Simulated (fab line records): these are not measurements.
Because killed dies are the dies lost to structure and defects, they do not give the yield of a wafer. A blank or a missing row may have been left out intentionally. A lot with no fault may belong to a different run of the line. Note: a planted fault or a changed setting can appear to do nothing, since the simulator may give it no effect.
Split-lot trial / flow n5Finfet / 7 lots, 21 wafers read, on a route of 1938 steps

## THE SPLIT ITSELF
At N5_MOL_CONTACT_COAG_ETCH_47 (etches SiNx in CH3F/O2, stops on W, target depth 27 nm), the setting sourceW was moved away from the recipe's 395 W on 8 of the 21 wafers read, by -6.2% to +15.0%. For the rest of the wafers, this setting stayed at what the recipe calls for.

The reading is taken at the split's own step.

## THE READING
rfVppV, in V, at N5_MOL_CONTACT_COAG_ETCH_47 (etches SiNx in CH3F/O2, stops on W, target depth 27 nm). Typical for fault-free wafers on this fab line: 297 V, with standard deviation 3.2 V.

wafer=L074.1; tool, chamber at the split=rieDiel-01, 0; sourceW as run, W=395; against the recipe=recipe; rfVppV, V=299; against lot-mates on the recipe=-
wafer=L074.2; tool, chamber at the split=rieDiel-01, 1; sourceW as run, W=395; against the recipe=recipe; rfVppV, V=295; against lot-mates on the recipe=-
wafer=L074.5; tool, chamber at the split=rieDiel-01, 3; sourceW as run, W=448.9; against the recipe=+13.6%; rfVppV, V=279; against lot-mates on the recipe=-18
wafer=L075.1; tool, chamber at the split=rieDiel-01, 2; sourceW as run, W=395; against the recipe=recipe; rfVppV, V=292; against lot-mates on the recipe=-
wafer=L075.2; tool, chamber at the split=rieDiel-01, 1; sourceW as run, W=413; against the recipe=+4.6%; rfVppV, V=291; against lot-mates on the recipe=-1
wafer=L075.3; tool, chamber at the split=rieDiel-01, 3; sourceW as run, W=413; against the recipe=+4.6%; rfVppV, V=291; against lot-mates on the recipe=-1
wafer=L078.1; tool, chamber at the split=rieDiel-04, 3; sourceW as run, W=395; against the recipe=recipe; rfVppV, V=298; against lot-mates on the recipe=-
wafer=L078.4; tool, chamber at the split=rieDiel-04, 0; sourceW as run, W=395; against the recipe=recipe; rfVppV, V=297; against lot-mates on the recipe=-
wafer=L078.5; tool, chamber at the split=rieDiel-04, 3; sourceW as run, W=454.1; against the recipe=+15.0%; rfVppV, V=280; against lot-mates on the recipe=-18
wafer=L083.3; tool, chamber at the split=rieDiel-04, 3; sourceW as run, W=395; against the recipe=recipe; rfVppV, V=299; against lot-mates on the recipe=-
wafer=L083.5; tool, chamber at the split=rieDiel-04, 1; sourceW as run, W=373.6; against the recipe=-5.4%; rfVppV, V=298; against lot-mates on the recipe=-1
wafer=L083.6; tool, chamber at the split=rieDiel-04, 2; sourceW as run, W=373.6; against the recipe=-5.4%; rfVppV, V=301; against lot-mates on the recipe=+2
wafer=L094.1; tool, chamber at the split=rieDiel-05, 3; sourceW as run, W=395; against the recipe=recipe; rfVppV, V=299; against lot-mates on the recipe=-
wafer=L094.2; tool, chamber at the split=rieDiel-05, 1; sourceW as run, W=395; against the recipe=recipe; rfVppV, V=296; against lot-mates on the recipe=-
wafer=L094.3; tool, chamber at the split=rieDiel-05, 0; sourceW as run, W=395; against the recipe=recipe; rfVppV, V=302; against lot-mates on the recipe=-
wafer=L096.2; tool, chamber at the split=rieDiel-05, 3; sourceW as run, W=395; against the recipe=recipe; rfVppV, V=299; against lot-mates on the recipe=-
wafer=L096.3; tool, chamber at the split=rieDiel-05, 1; sourceW as run, W=370.7; against the recipe=-6.2%; rfVppV, V=305; against lot-mates on the recipe=+6
wafer=L096.4; tool, chamber at the split=rieDiel-05, 0; sourceW as run, W=370.7; against the recipe=-6.2%; rfVppV, V=310; against lot-mates on the recipe=+11
wafer=L097.3; tool, chamber at the split=rieDiel-04, 1; sourceW as run, W=395; against the recipe=recipe; rfVppV, V=291; against lot-mates on the recipe=-
wafer=L097.4; tool, chamber at the split=rieDiel-04, 3; sourceW as run, W=395; against the recipe=recipe; rfVppV, V=297; against lot-mates on the recipe=-
wafer=L097.5; tool, chamber at the split=rieDiel-04, 0; sourceW as run, W=395; against the recipe=recipe; rfVppV, V=295; against lot-mates on the recipe=-

FIT RESULTS
A straight line over all 21 wafers: rfVppV changes by -1.21 V for each +1% of sourceW; r = -0.91; the points scatter about the line by 3.1 V.
The same after taking each lot's own level away (the mean of its wafers on the recipe; 21 wafers): -1.06 V for each +1%; r = -0.89; scatter 3 V.
Per that fit: largest sourceW move, reading shift of 16 V.
The lots' own levels span 292.0 to 299.0 V, that is 2.2 times the standard deviation above.
Hence the slope depends on the lot-to-lot level, as the two fits are not the same.
Check: with one of the wafers moved furthest among these (+15.0%) left out of the fit, the line predicts -15.2 V for it against its lot-mates. Against them it came out at -17.5 V.
Tool readings at the split's step, against how far the setting was moved: etchRfOnTimeS r = -0.87; rfVppV r = -0.91.

## THE WHOLE CHAIN: every reading that the file lists as answering this split, in the file's order
step=N5_MOL_CONTACT_COAG_ETCH_47; what it does=etches SiNx in CH3F/O2, stops on W, target depth 27 nm; reading=etchRfOnTimeS; change (the file's fit)=withheld for each +1% of the setting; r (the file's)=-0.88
step=N5_MOL_CONTACT_COAG_ETCH_47; what it does=etches SiNx in CH3F/O2, stops on W, target depth 27 nm; reading=rfVppV; change (the file's fit)=-1.12 V for each +1% of the setting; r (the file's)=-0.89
step=N5_MOL_CONTACT_COAG_ETCH_47; what it does=etches SiNx in CH3F/O2, stops on W, target depth 27 nm; reading=etch.tClearS (the simulator's own value, which no gauge read); change (the file's fit)=-0.0845 s for each +1% of the setting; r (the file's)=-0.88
step=N5_MOL_CONTACT_COAG_ETCH_47; what it does=etches SiNx in CH3F/O2, stops on W, target depth 27 nm; reading=etch.overEtchS (the simulator's own value, which no gauge read); change (the file's fit)=-0.0169 s for each +1% of the setting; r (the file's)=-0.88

## FILE'S OWN FIT
rfVppV changes by -1.12 V for each +1% of sourceW, r = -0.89.
